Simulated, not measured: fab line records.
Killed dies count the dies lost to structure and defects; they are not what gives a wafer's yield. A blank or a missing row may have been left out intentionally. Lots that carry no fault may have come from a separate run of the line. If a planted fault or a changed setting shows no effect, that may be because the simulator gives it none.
Which of the tools did it? | flow n5 finfet | 14 lots with 39 wafers sampled at 4 steps, on a route of 1938 steps

== WHAT THE GAUGES SHOWED, per wafer ==
No reading from a measuring or inspecting step in the record can be judged against a usual standard deviation.

== EACH LOT AND THE TOOL THAT RAN IT (in order: tool; ch and the chambers of the sampled wafers; start) ==
lot  | N5_FIN_SAQP_ETCH_69               | N5_FIN_SAQP_MANDREL2_REMOVE_60  | N5_FIN_CUT_EXPOSE_05             | N5_FIN_CUT_DESCUM_13
L828 | rie diel-06 ch 1,2,3, day 2 07:34 | rie si-02 ch 0,2,3, day 2 08:18 | euv scanner-02 ch 0, day 2 09:18 | rie diel-04 ch 0,2, day 2 09:39
L830 | rie diel-06 ch 0,1,3, day 2 20:58 | rie si-02 ch 2,3, day 2 21:58   | euv scanner-02 ch 0, day 2 23:03 | rie diel-03 ch 0,1, day 2 23:18
L838 | rie diel-06 ch 0,2,3, day 4 22:43 | rie si-04 ch 1,2, day 4 23:25   | euv scanner-02, day 5 00:29      | rie diel-04 ch 0,3, day 5 00:44
L839 | rie diel-02 ch 0,1,3, day 5 04:06 | rie si-04 ch 2,3, day 5 04:52   | euv scanner-02, day 5 05:50      | rie diel-03 ch 0,1,3, day 5 06:05
L840 | rie diel-06 ch 1,2,3, day 5 07:58 | rie si-04 ch 1,3, day 5 08:41   | euv scanner-02 ch 0, day 5 09:33 | rie diel-05 ch 0,2,3, day 5 09:47
L842 | rie diel-02 ch 1,2,3, day 5 21:16 | rie si-03 ch 0,3, day 5 22:17   | euv scanner-01 ch 0, day 5 23:11 | rie diel-03 ch 1,2,3, day 5 23:25
L843 | rie diel-02 ch 1,3, day 6 03:08   | rie si-03 ch 2,3, day 6 04:28   | euv scanner-01 ch 0, day 6 05:27 | rie diel-04 ch 2,3, day 6 05:45
L844 | rie diel-02 ch 1,2,3, day 6 09:36 | rie si-02 ch 0,2,3, day 6 11:24 | euv scanner-01 ch 0, day 6 12:20 | rie diel-04 ch 1,2,3, day 6 12:40
L845 | rie diel-01 ch 1,3, day 6 16:20   | rie si-03 ch 0, day 6 17:22     | euv scanner-02 ch 0, day 6 18:22 | rie diel-04 ch 1,2, day 6 18:37
L846 | rie diel-06 ch 0,2,3, day 6 21:00 | rie si-04 ch 0,1, day 6 21:43   | euv scanner-01 ch 0, day 6 22:43 | rie diel-03 ch 0,1,2, day 6 22:58
L847 | rie diel-01 ch 1,2,3, day 7 00:34 | rie si-03 ch 0,1, day 7 01:25   | euv scanner-01 ch 0, day 7 02:23 | rie diel-05 ch 0,3, day 7 02:39
L848 | rie diel-06 ch 0,3, day 7 06:40   | rie si-04 ch 0,2, day 7 07:37   | euv scanner-02 ch 0, day 7 08:39 | rie diel-05 ch 1, day 7 09:25
L849 | rie diel-06 ch 0,1,3, day 7 12:53 | rie si-03 ch 0,3, day 7 13:37   | euv scanner-01 ch 0, day 7 14:36 | rie diel-05 ch 0,2, day 7 14:51
L850 | rie diel-01 ch 1,3, day 7 18:45   | rie si-03 ch 0,1,3, day 7 19:58 | euv scanner-01 ch 0, day 7 20:50 | rie diel-05 ch 1,2, day 7 21:05
- N5_FIN_SAQP_ETCH_69: etches SOC in N2/H2, stops on SiNx, target depth 150 nm.
- N5_FIN_SAQP_MANDREL2_REMOVE_60: chemistry HBr/Cl2/O2, target a-Si, stops on SiNx, bt time 10 s.
- N5_FIN_CUT_EXPOSE_05: exposes mask FIN CUT.
- N5_FIN_CUT_DESCUM_13: chemistry O2, time 7 s.

== WHAT THE TOOLS THEMSELVES READ (means of the sampled wafers that have a number; where no wafer has one, the mark that the record gives instead) ==
N5_FIN_SAQP_ETCH_69.
lot  | tool        | drypump motor current A (A) | oes product au (a.u.) | rf vpp V (V) | showerhead plenum p Torr (Torr) | throttle valve pct (%)
L828 | rie diel-06 | 5.8                         | 0.83                  | 240.3        | 2.52                            | 17.87
L830 | rie diel-06 | 5.7                         | 0.81                  | 240.2        | 2.52                            | 17.82
L838 | rie diel-06 | 5.3                         | 0.92                  | 243.2        | 2.70                            | 17.68
L839 | rie diel-02 | 5.4                         | 0.88                  | 241.2        | 2.56                            | 17.54
L840 | rie diel-06 | 5.8                         | 0.86                  | 241.3        | 2.62                            | 17.75
L842 | rie diel-02 | 5.4                         | 0.85                  | 241.5        | 2.59                            | 17.61
L843 | rie diel-02 | 5.2                         | 0.85                  | 241.1        | 2.53                            | 17.58
L844 | rie diel-02 | 5.4                         | 0.84                  | 240.7        | 2.59                            | 17.62
L845 | rie diel-01 | 5.5                         | 0.78                  | 241.3        | 2.50                            | 17.84
L846 | rie diel-06 | 5.3                         | 0.90                  | 242.9        | 2.70                            | 17.69
L847 | rie diel-01 | 5.8                         | 0.75                  | 240.3        | 2.50                            | 17.85
L848 | rie diel-06 | 5.2                         | 0.89                  | 242.8        | 2.70                            | 17.62
L849 | rie diel-06 | 5.7                         | 0.85                  | 242.4        | 2.62                            | 17.74
L850 | rie diel-01 | 5.4                         | 0.75                  | 240.3        | 2.51                            | 17.90

N5_FIN_SAQP_MANDREL2_REMOVE_60.
lot  | tool      | drypump motor current A (A) | he backside leak sccm (sccm) | oes product au (a.u.) | throttle valve pct (%)
L828 | rie si-02 | 5.4                         | 2.7                          | 1.000                 | 36.4
L830 | rie si-02 | 5.7                         | 2.9                          | 0.987                 | 36.4
L838 | rie si-04 | 5.4                         | 2.5                          | 1.015                 | 36.6
L839 | rie si-04 | 5.4                         | 2.4                          | 1.020                 | 36.4
L840 | rie si-04 | 6.3                         | 2.5                          | 1.014                 | 36.5
L842 | rie si-03 | 5.7                         | 2.6                          | 0.983                 | 36.7
L843 | rie si-03 | 6.0                         | 3.2                          | 0.961                 | 37.0
L844 | rie si-02 | 5.4                         | 2.7                          | 0.991                 | 36.4
L845 | rie si-03 | 5.7                         | 2.7                          | 1.004                 | 36.4
L846 | rie si-04 | 6.0                         | 2.6                          | 1.011                 | 36.6
L847 | rie si-03 | 5.8                         | 2.4                          | 0.999                 | 36.8
L848 | rie si-04 | 5.4                         | 2.3                          | 1.011                 | 36.5
L849 | rie si-03 | 5.7                         | 2.5                          | 0.992                 | 36.6
L850 | rie si-03 | 5.7                         | 2.6                          | 0.988                 | 36.8

N5_FIN_CUT_EXPOSE_05.
lot  | tool           | exposure dose mJ cm2 | focus offset nm (nm)
L828 | euv scanner-02 | 45.66                | -0.3
L830 | euv scanner-02 | 45.66                | 0.5
L838 | euv scanner-02 | -                    | -
L839 | euv scanner-02 | -                    | -
L840 | euv scanner-02 | 45.63                | 0.3
L842 | euv scanner-01 | 45.88                | -0.2
L843 | euv scanner-01 | 45.88                | -0.4
L844 | euv scanner-01 | 45.85                | 0.0
L845 | euv scanner-02 | 45.72                | -0.7
L846 | euv scanner-01 | 45.89                | 0.2
L847 | euv scanner-01 | 45.93                | -0.6
L848 | euv scanner-02 | 45.65                | 0.7
L849 | euv scanner-01 | 45.87                | -0.5
L850 | euv scanner-01 | 45.84                | 0.1

N5_FIN_CUT_DESCUM_13.
lot  | tool        | drypump motor current A (A) | oes product au (a.u.) | rf vpp V (V) | showerhead plenum p Torr (Torr) | throttle valve pct (%)
L828 | rie diel-04 | 5.5                         | 0.74                  | 241.6        | 2.03                            | 20.37
L830 | rie diel-03 | 5.1                         | 0.91                  | 243.5        | 2.18                            | 20.57
L838 | rie diel-04 | 5.8                         | 0.78                  | 242.0        | 2.02                            | 20.37
L839 | rie diel-03 | 5.4                         | 0.77                  | 243.9        | 2.12                            | 20.66
L840 | rie diel-05 | 5.4                         | 0.77                  | 244.1        | 2.11                            | 19.94
L842 | rie diel-03 | 5.6                         | 0.79                  | 243.8        | 2.16                            | 20.59
L843 | rie diel-04 | 6.2                         | 0.74                  | 241.5        | 2.05                            | 20.56
L844 | rie diel-04 | 5.8                         | 0.74                  | 242.2        | 2.04                            | 20.52
L845 | rie diel-04 | 5.7                         | 0.72                  | 243.2        | 2.04                            | 20.57
L846 | rie diel-03 | 5.7                         | 0.78                  | 244.6        | 2.16                            | 20.54
L847 | rie diel-05 | 5.3                         | 0.84                  | 244.0        | 2.10                            | 19.89
L848 | rie diel-05 | 5.8                         | 0.70                  | 242.4        | 1.98                            | 20.41
L849 | rie diel-05 | 5.6                         | 0.75                  | 244.5        | 2.14                            | 19.99
L850 | rie diel-05 | 5.8                         | 0.69                  | 242.0        | 2.04                            | 20.29

== THE ANSWER, worked out from the rows above alone ==
Rule: the lots themselves supply what counts as usual. The widest of any qualifying gaps counts: lots, ordered by their means at a reading, are off when they make up no more than a third of the lots, leave a main group of 4 or more, and stand apart from it by 3 or more times the standard deviation of that group's means. A main group whose means are all the same, to the digits that the tables above print for the reading, isn't used. Also off: a lot with no number at a reading for which 4 or more lots have one. Any other lot the step has rows for is counted as sound. First the gauges in route order, then the tools' own readings, where a lot's mean is used as printed above. At the first step where some lot is off, the reading lying furthest off is the one used; lots without a number count as furthest.
Off at N5_FIN_CUT_EXPOSE_05 (exposure dose mJ cm2): L838, L839. Without a number there: L838, L839. Mean 45.79 and standard deviation 0.11 in the main group.
A tool fits if, at that step or a process step before it, it ran every lot that is off, and no sound lot after the first of them. None of those tried fits.

== WHAT WAS PUT IN BY THE SIMULATOR ==
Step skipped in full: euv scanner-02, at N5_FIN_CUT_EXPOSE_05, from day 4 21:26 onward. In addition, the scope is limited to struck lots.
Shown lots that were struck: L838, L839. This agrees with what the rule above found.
